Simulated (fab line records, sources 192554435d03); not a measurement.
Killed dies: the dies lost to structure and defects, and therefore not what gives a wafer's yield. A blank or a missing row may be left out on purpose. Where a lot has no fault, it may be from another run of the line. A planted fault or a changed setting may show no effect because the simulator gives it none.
fab line records -- flow n5-finfet
record: lots: 4, wafers: 12, last-day: 24
route steps=1938 shown DUMMY_REMOVAL@377 HKMG_FIN@385 BEOL_M4@1111 PASSIVATION@1936
lots that met no fault: from a run of the same line without faults
start-h: hours from the record's first day to the start of the lot's first wafer shown -- wait-h: time in hours since the lot's previous step -- " as in the row above -- L1.1+2: several wafers, shown together as one row -- - value missing, or start not given -- * or withheld: withheld -- < > ~ a bound
route shown NAME@n: names a module that has steps shown in the file, with the first one's number in the route -- usual: mean/standard deviation taken from wafers without a fault -- same: alike in all rows -- chamber/n: place in a boat -- sites: the reading at each site -- _std_site: the standard deviation of these -- _edge_site: inner sites' mean taken away from outer sites' mean -- radius-mm: for every site, how far away it sits from the centre of the wafer -- mask NAME#n: copy n -- behind: the most recent tool/chamber to have shaped the wafer -- hold: why the lot went on hold/how many hours it stayed there/how the hold came to an end -- device: which transistor (n, p or np) failed to switch -- end of line: tests of these same wafers at the route's end -- a step without rows: its recipe alone -- killed: dies lost to structure and defects at the first sort, not the wafer's yield -- map: the dies of a wafer, with x for killed, . for not killed, _ for no die there
set.NAME: the setting as run; set.NAME@STEP: as run at that earlier step -- model.NAME: the simulator's own value behind a step, which no gauge read
lots at some steps of the route; a table a step, a row a wafer
services: a tool's chamber out of use, with start hour (start-h, from the record's first day; less than 0 if before it), hours out, and reason
== steps ==
step: N5_DUMMY_REMOVAL_HM_STRIP_01
recipe: chemistry: CH3F/O2, material: SiNx, target-depth-a: 40, stop-on: poly-Si, time-s: 6.8, over-etch-frac: 0.3, ion-energy-ev: 60, power-w: 410, bias-w: 29, Ar_flow_sccm: 150, CH3F_flow_sccm: 30, O2_flow_sccm: 20
step: N5_DUMMY_REMOVAL_STRIP_10
recipe: chemistry: N2/H2, time-s: 40, power-w: 100, temp-c: 40, pressure-mtorr: 100, rf-frequency-hz: 6e+07, bias-power-w: 3, n2-flow-sccm: 300, h2-flow-sccm: 300
step: N5_DUMMY_REMOVAL_PRECLEAN_07
recipe: chemistry: dHF, time-s: 30, temp-c: 25, dilution: withheld
step: N5_DUMMY_REMOVAL_DUMMY_REMOVE_02
recipe: chemistry: TMAH, temp-c: 70, target: poly-Si, stop-on: SiO2, target-depth-nm: 142, conc-wt-pct: 5, time-s: 57, dry: ipa-marangoni, rinse-time-s: 30, rinse-temp-c: 23
step: N5_DUMMY_REMOVAL_PRECLEAN_08
recipe: chemistry: NF3:NH3, afs-cycles: 2, temp-c: 30, time-s: 20, sublimation-temp-c: 180, sublimation-time-s: 60, pressure-torr: 3, rf-power-w: 30
step: N5_DUMMY_REMOVAL_PRECLEAN_04
recipe: chemistry: DHF, time-s: 37, temp-c: 25, dilution: 500:1
step: N5_DUMMY_REMOVAL_SRD_05
recipe: dry: ipa-marangoni, do-ppb: 5, time-s: 30, temp-c: 23, rinse-liquid: diw
step: N5_HKMG_FIN_IL_REGROW_00
recipe: material: SiO2, target-thk-a: 7.5, chemistry: O3, temp-c: withheld, time-s: 30
step: N5_HKMG_FIN_HK_ALD_01
recipe: material: HfO2, target-thk-a: 16, temp-c: withheld, ald-precursor-family: HfCl4, ald-co-reactant: H2O, pulse-time-s: 3, purge-time-s: 3, co-reactant-purge-time-s: 2.5, co-reactant-pulse-time-s: 0.3, ald-cycles: 30
step: N5_HKMG_FIN_HK_ANNEAL_02
recipe: temp-c: 700, time-s: 30, ambient: N2, idle-temp-c: 600, ramp-up-c-per-s: 150, ramp-down-c-per-s: 60, cool-to-c: 600
step: N5_HKMG_FIN_ALD_74
recipe: material: La2O3, target-thk-a: 5, temp-c: 250, ald-precursor-family: La-Cp, ald-co-reactant: O3, pulse-time-s: 6, co-reactant-pulse-time-s: 1, purge-time-s: 3, co-reactant-purge-time-s: 3
step: N5_HKMG_FIN_ALD_75
recipe: material: Al2O3, target-thk-a: 10, temp-c: 150, ald-precursor-family: TMA, ald-co-reactant: H2O, pulse-time-s: withheld, co-reactant-pulse-time-s: 1
usual: heater-power-w: 143/16, precursor-pulse-height-rel: 1.000/0.021
lot.wafer,tool,chamber,start-h,wait-h,heater-power-w,precursor-pulse-height-rel
L729.2,ald-hk-02,1,118.14,0.0,137,0.978
L729.3,ald-hk-02,3,118.14,0.0,131,1.010
L729.4,ald-hk-02,2,118.14,0.0,161,0.995
L741.1,ald-hk-02,2,195.10,0.0,166,1.035
L741.2,ald-hk-02,1,195.10,0.0,142,1.008
L741.5,ald-hk-02,1,195.10,0.0,139,0.967
L742.1,ald-hk-02,3,199.48,0.0,128,1.017
L742.2,ald-hk-02,2,199.48,0.0,167,0.993
L742.3,ald-hk-02,1,199.48,0.0,137,0.993
L744.3,ald-hk-03,0,215.70,0.0,177,1.042
L744.4,ald-hk-03,3,215.70,0.0,138,1.006
L744.5,ald-hk-03,1,215.70,0.0,119,1.028
step: N5_HKMG_FIN_COAT_41
recipe: resist: SOC, temp-c: 250, time-s: 60, spin-rpm: 1500, resist-thk-nm: 300
step: N5_HKMG_FIN_COAT_42
recipe: resist: SiARC, temp-c: 220, time-s: 60, spin-rpm: 1500, resist-thk-nm: 35
step: N5_HKMG_FIN_COAT_43
recipe: resist: CAR-ArF, spin-rpm: 1500, resist-thk-nm: 90
step: N5_HKMG_FIN_EBR_45
recipe: solvent: PGMEA, ebr-width-mm: 1.5
step: N5_HKMG_FIN_SOFTBAKE_44
recipe: temp-c: 110, time-s: 60, resist: CAR-ArF
step: N5_HKMG_FIN_EXPOSE_46
recipe: mask-id: NDIPOLE, na: 1.35, source-shape: conventional, sigma-outer: 0.8, polarization: unpolarized, dose-mj: 40
step: N5_HKMG_FIN_PEB_47
recipe: peb-temp-c: withheld, peb-time-s: 60, resist: CAR-ArF
step: N5_HKMG_FIN_DEVELOP_48
recipe: develop-time-s: 30, developer: TMAH, resist: CAR-ArF, rinse-liquid: diw, dry: air-spin, dev-temp-c: 23
step: N5_HKMG_FIN_INSPECT_61
recipe: mode: adi, inspect-instrument: macro
usual: raw-defect-count: 2.0/1.6
lot.wafer,tool,chamber,start-h,wait-h,raw-defect-count
L729.2,defect-inspect-02,-,118.66,0.0,3
L729.3,defect-inspect-02,-,118.66,0.0,0
L729.4,defect-inspect-02,-,118.66,0.0,2
L741.1,defect-inspect-02,-,195.62,0.0,>300
L741.2,defect-inspect-02,-,195.62,0.0,289
L741.5,defect-inspect-02,-,195.62,0.0,290
L742.1,defect-inspect-02,-,199.99,0.0,282
L742.2,defect-inspect-02,-,199.99,0.0,300
L742.3,defect-inspect-02,-,199.99,0.0,285
L744.3,defect-inspect-02,-,216.10,0.0,0
L744.4,defect-inspect-02,-,216.10,0.0,3
L744.5,defect-inspect-02,-,216.10,0.0,4
step: N5_HKMG_FIN_DESCUM_53
recipe: chemistry: O2, time-s: 7.9, source-power-w: 50, bias-power-w: 20, pressure-mtorr: 20, rf-frequency-hz: 2.712e+07, temp-c: 40, resist: CAR-ArF, o2-flow-sccm: 225
step: N5_BEOL_M4_RC_MEAS_101
usual: DIBL_N: 35.8/1.6, DIBL_P: 35.6/2, IOFF_N: 0.15/0.031, IOFF_P: 0.20/0.033, ION_N: 668/12, ION_P: 459/6.8, SS_N: 71.4/0.53, SS_P: 73.1/0.63, VT_N: 250/3.5, VT_P: -251/3
lot.wafer,tool,chamber,start-h,wait-h,DIBL_N[mV/V],DIBL_P[mV/V],IOFF_N[nA/um],IOFF_P[nA/um],ION_N[uA/um],ION_P[uA/um],SS_N[mV/dec],SS_P[mV/dec],VT_N[mV],VT_P[mV]
L729.2,prober-01,0,391.10,0.2,35.4,36.2,0.13,0.19,665,459,71.6,74.4,253,-251
L729.3,prober-01,0,391.10,0.2,32.4,31.5,0.09,0.13,650,448,71.4,72.9,260,-257
L729.4,prober-01,0,391.10,0.2,36.1,37.1,0.15,0.20,679,461,71.0,73.8,250,-249
L742.1,prober-01,0,436.12,0.0,39.4,39.7,0.21,0.26,676,465,72.7,74.2,246,-246
L742.2,prober-01,0,436.12,0.0,36.1,35.4,0.14,0.20,660,459,71.4,72.2,251,-250
L742.3,prober-01,0,436.12,0.0,38.5,38.4,0.19,0.24,663,458,72.5,74.1,247,-247
L741.1,prober-01,0,459.93,0.0,35.1,33.7,0.12,0.16,668,458,71.6,73.0,253,-254
L741.2,prober-01,0,459.93,0.0,36.3,33.7,0.12,0.17,656,454,70.9,73.5,255,-254
L741.5,prober-01,0,459.93,0.0,36.1,34.3,0.12,0.17,661,453,71.1,72.6,252,-253
L744.3,prober-01,0,468.34,0.3,36.5,36.2,0.17,0.21,672,460,71.3,73.5,249,-247
L744.4,prober-01,0,468.34,0.3,35.8,36.1,0.16,0.21,669,462,71.0,73.3,246,-249
L744.5,prober-01,0,468.34,0.3,35.8,35.6,0.16,0.21,692,474,70.9,73.9,249,-248
step: N5_PASSIVATION_PROBE_49
usual: defect-limited-yield: 90.7/1.5, killed_at_M0_to_M3: 38/11, killed_at_M4_up: 15/5.5, killed-at-contacts: 12/6, killed-at-front-end: 41/11, killed-at-other: 3.5/2.7, killed-dies: 110/18, killed-on-rim: 15/3.6, killed-open: 72/13, killed-short: 35/8.7, sort_bin_5_function: 5.5/1.1, sort_bin_6_memory: 3.4/0.63, sort_bin_8_speed: 0.01/0.037, sort-n-pass: 1070/18, sort-yield-pct: 90.7/1.5
same: gross-dies: 1180, killed-at-back-side: 0, sort_bin_4_leakage[%]: 0
lot.wafer,tool,chamber,start-h,wait-h,defect-limited-yield[%],killed_at_M0_to_M3,killed_at_M4_up,killed-at-contacts,killed-at-front-end,killed-at-other,killed-dies,killed-on-rim,killed-open,killed-short,sort_bin_5_function[%],sort_bin_6_memory[%],sort_bin_8_speed[%],sort-n-pass,sort-yield-pct[%]
L729.2,prober-02,-,510.95,0.1,91.1,31,17,8,49,0,105,14,70,32,4.4,4.0,0,1075,91.1
L729.3,prober-02,-,511.00,0.1,91.6,46,17,12,24,0,99,11,56,40,4.3,3.7,0.08,1080,91.5
L729.4,prober-02,-,511.05,0.2,88.2,44,17,26,49,3,139,14,100,38,7.3,4.2,0.08,1041,88.2
L742.1,prober-01,-,550.27,0.0,83.6,35,9,21,119,10,194,25,63,30,9.8,4.6,0,986,83.6
L742.2,prober-01,-,550.32,0.1,85.9,45,6,6,105,4,166,15,47,28,8.7,3.6,0,1014,85.9
L742.3,prober-01,-,550.37,0.1,87.0,28,20,9,88,8,153,30,65,38,8.3,3.4,0,1027,87.0
L741.1,prober-01,-,564.40,0.0,83.0,29,20,10,139,3,201,23,59,33,11.7,3.6,0,979,83.0
L741.2,prober-01,-,564.45,0.1,84.1,48,8,15,108,9,188,39,76,43,9.6,4.0,0,992,84.1
L741.5,prober-01,-,564.60,0.2,87.7,21,11,13,96,4,145,32,57,31,6.7,4.0,0,1035,87.7
L744.3,prober-02,-,572.11,0.1,92.5,28,3,12,44,1,88,14,58,29,4.1,3.1,0,1092,92.5
L744.4,prober-02,-,572.16,0.2,89.7,26,19,13,61,3,122,11,72,50,6.0,4.2,0,1058,89.7
L744.5,prober-02,-,572.21,0.2,91.0,31,10,10,50,5,106,17,68,35,5.3,3.2,0,1074,91.0
killed by level:class
L729.2 STI_FIN_REVEAL:geometric-particle:open=12 BEOL_M2:geometric-particle:open=9 FIN_SAQP:geometric-particle:short=7 MOL_CONTACT_COAG:geometric-particle:open=7 BEOL_M0:geometric-particle:open=7 DUMMY_GATE:geometric-particle:open=6 FIN_SAQP:geometric-particle:open=5 BEOL_M2:geometric-particle:short=5
L729.3 BEOL_M0_SAQP:geometric-particle:short=12 MOL_CONTACT_COAG:geometric-particle:open=10 BEOL_M1:geometric-particle:open=9 BEOL_M0_SAQP:geometric-particle:open=8 BEOL_M0:geometric-particle:open=5 BEOL_M5:geometric-particle:open=5 FIN_SAQP:geometric-particle:short=4 BEOL_M2:geometric-particle:short=4
L729.4 STI_FIN_REVEAL:geometric-particle:open=24 MOL_CONTACT_COAG:geometric-particle:open=19 BEOL_M0_SAQP:geometric-particle:open=13 BEOL_M2:geometric-particle:open=8 MOL_CONTACT_COAG:geometric-particle:short=7 BEOL_M0:geometric-particle:open=7 BEOL_M1:geometric-particle:open=6 GATE_CUT:geometric-particle:short=5
L742.1 HKMG_FIN:unspecified=91 MOL_CONTACT_COAG:geometric-particle:open=18 BEOL_M0_SAQP:geometric-particle:short=13 BEOL_M0_SAQP:geometric-particle:open=11 HKMG_FIN:area-etch=8 FIN_SAQP:geometric-particle:short=5 BEOL_M3:geometric-particle:open=5 FIN_SAQP:geometric-particle:open=4
L742.2 HKMG_FIN:unspecified=89 BEOL_M0_SAQP:geometric-particle:open=16 BEOL_M0_SAQP:geometric-particle:short=16 MOL_CONTACT_COAG:geometric-particle:open=5 BEOL_M2:geometric-particle:open=4 FIN_SAQP:geometric-particle:open=3 DUMMY_GATE:geometric-particle:open=3 BEOL_M3:geometric-particle:open=3
L742.3 HKMG_FIN:unspecified=50 BEOL_M4:geometric-particle:open=12 FIN_SAQP:geometric-particle:short=8 STI_FIN_REVEAL:geometric-particle:open=6 BEOL_M0_SAQP:geometric-particle:short=6 BEOL_M0_SAQP:geometric-particle:open=6 FIN_SAQP:geometric-particle:open=5 MOL_CONTACT_COAG:geometric-particle:open=5
L741.1 HKMG_FIN:unspecified=99 FIN_SAQP:geometric-particle:short=10 BEOL_M0_SAQP:geometric-particle:open=8 MOL_CONTACT_COAG:geometric-particle:open=8 STI_FIN_REVEAL:geometric-particle:open=7 HKMG_FIN:area-etch=7 BEOL_M0_SAQP:geometric-particle:short=6 BEOL_M1:geometric-particle:open=6
L741.2 HKMG_FIN:unspecified=54 HKMG_FIN:area-etch=14 BEOL_M1:geometric-particle:open=13 MOL_CONTACT_COAG:geometric-particle:open=12 STI_FIN_REVEAL:geometric-particle:open=9 FIN_SAQP:geometric-particle:open=8 FIN_SAQP:geometric-particle:short=8 BEOL_M0_SAQP:geometric-particle:short=8
L741.5 HKMG_FIN:unspecified=51 MOL_CONTACT_COAG:geometric-particle:open=11 FIN_SAQP:geometric-particle:open=10 FIN_SAQP:geometric-particle:short=8 STI_FIN_REVEAL:geometric-particle:open=7 HKMG_FIN:area-etch=5 BEOL_M0_SAQP:geometric-particle:short=4 DUMMY_GATE:geometric-particle:open=3
L744.3 BEOL_M3:geometric-particle:open=11 FIN_SAQP:geometric-particle:open=10 MOL_CONTACT_COAG:geometric-particle:open=9 FIN_SAQP:geometric-particle:short=8 GATE_CUT:geometric-particle:short=5 BEOL_M3:geometric-particle:short=5 GATE_CUT:geometric-particle:open=4 BEOL_M0_SAQP:geometric-particle:open=4
L744.4 FIN_SAQP:geometric-particle:short=19 BEOL_M4:geometric-particle:open=14 FIN_SAQP:geometric-particle:open=12 MOL_CONTACT_COAG:geometric-particle:open=10 BEOL_M0_SAQP:geometric-particle:short=9 STI_FIN_REVEAL:geometric-particle:open=6 DUMMY_GATE:geometric-particle:open=5 BEOL_M0_SAQP:geometric-particle:open=5
L744.5 FIN_SAQP:geometric-particle:open=15 FIN_SAQP:geometric-particle:short=9 BEOL_M0_SAQP:geometric-particle:short=9 BEOL_M0_SAQP:geometric-particle:open=8 BEOL_M2:geometric-particle:open=7 MOL_CONTACT_COAG:geometric-particle:open=7 STI_FIN_REVEAL:geometric-particle:open=5 DUMMY_GATE:geometric-particle:open=5
map L741.1 (x killed, . not)
_________________.....x......________________
______________.................._____________
___________....x.................x.__________
__________......x..................._________
________...................x....x...x._______
_______...................x.xx.........______
______......x....xx....................._____
_____......x....x..............x.........____
____.....x...............xx.x........x....___
___x....x..........x...x.....x.............__
___x.....x....x.......x..x...x........x....__
__...x...x.................................x_
__............x.....x...x....xx.....xx.x..x._
_.x.............x.................xx.xxx.x.x.
_..............................x..xx.xxxx.xxx
_............x......x.....x.x.....xxxxxxxxxxx
_..x..x.......x.............x...xxxxxxxxxxxxx
_..............x.................xxxxxxxxxx.x
_................x...x.x.x.....xx.xxxxxxxxxxx
_.................................xxxxxxxxxxx
_..........................x......xxxxxxxxxxx
__........xx......xxx........x.xx.xx..x.xx.._
__........x.......x................x..xx...._
___xx....................x....xx........xxx__
___..x.....x...............................__
____............x.................x.......___
_____..............x.x..........x....x...____
______........................x..x......_____
_______.....x.x.x....x.......x.........______
________..x..............x...x........_______
__________.....x............xx......_________
___________..x.....................__________
______________....x.....x...x..._____________
_________________.....x..x...________________
map L742.1 (x killed, . not)
_________________..xx..xx.x..________________
______________.......xx.x......._____________
___________.x.....xxxxxxxxxx.x.x...__________
__________........xxx.xxxx.xxx......_________
________..........xxxxxxxxxxxx.x..x..._______
_______.xx.....xxxxxxxxxxxxxx..........______
______......xx...xxxxxxxxxx...........xx_____
_____..........x..xxxxxxxx...............____
____x..x....x....xxxxxxxxxx......x........___
___..x........x...xxxxxxxxx.......x........__
___..............xxx.x.xxx................x__
__...x.....x........x...........x.........x._
__x.x............x......xx.......x.x..x....._
_x.......x.x........................xx...x...
_x..x.............x.x........................
_..........x...............................x.
_.....x.............x............x.x........x
_...x...x.....x..............................
_.......................x....x...............
_x........x........x.........x.x...x.........
_x...........x................x..xxxx........
__...x.........x........x..................._
__......x..x................................_
___.....x.............x....................__
___................x.......................__
____....xx.....x..........................___
_____.....x.......................x......____
______..x...x..x......x................x_____
_______............x...................______
________.......................x...xxx_______
__________.........................._________
___________....x...........x.......__________
______________...x..x........x.._____________
_________________............________________
== services ==
tool,chamber,start-h,hours,kind
ald-hk-03,-,131.08,6.0,pm
== key ==
first-sign: step: N5_HKMG_FIN_INSPECT_61, reading: raw-defect-count, direction: up, sigmas: 99+, usual: 2.0, struck: >291
effect: step: N5_PASSIVATION_PROBE_49, reading: killed-at-front-end, direction: up, sigmas: 6.3, usual: 41, struck: 109
more-kills-born-at: N5_HKMG_FIN_ALD_75@ald-hk-02: 434
met-at N5_HKMG_FIN_ALD_75
struck-wafers L741.1,L741.2,L741.5,L742.1,L742.2,L742.3
baseline-loss: step: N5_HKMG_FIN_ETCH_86, wafers: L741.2
onset-between 118.14 195.10
fault: kind: chamber-particle-source, tool: ald-hk-02, chamber: -, onset-h: 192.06, steps: N5_HKMG_FIN_ALD_75, rate-per-visit-cm2: 0.44922, end-h: 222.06
baseline-loss: these wafers lose ten dies or more at that step, a loss of the line's own and not of a fault; the sort's usual values leave them out
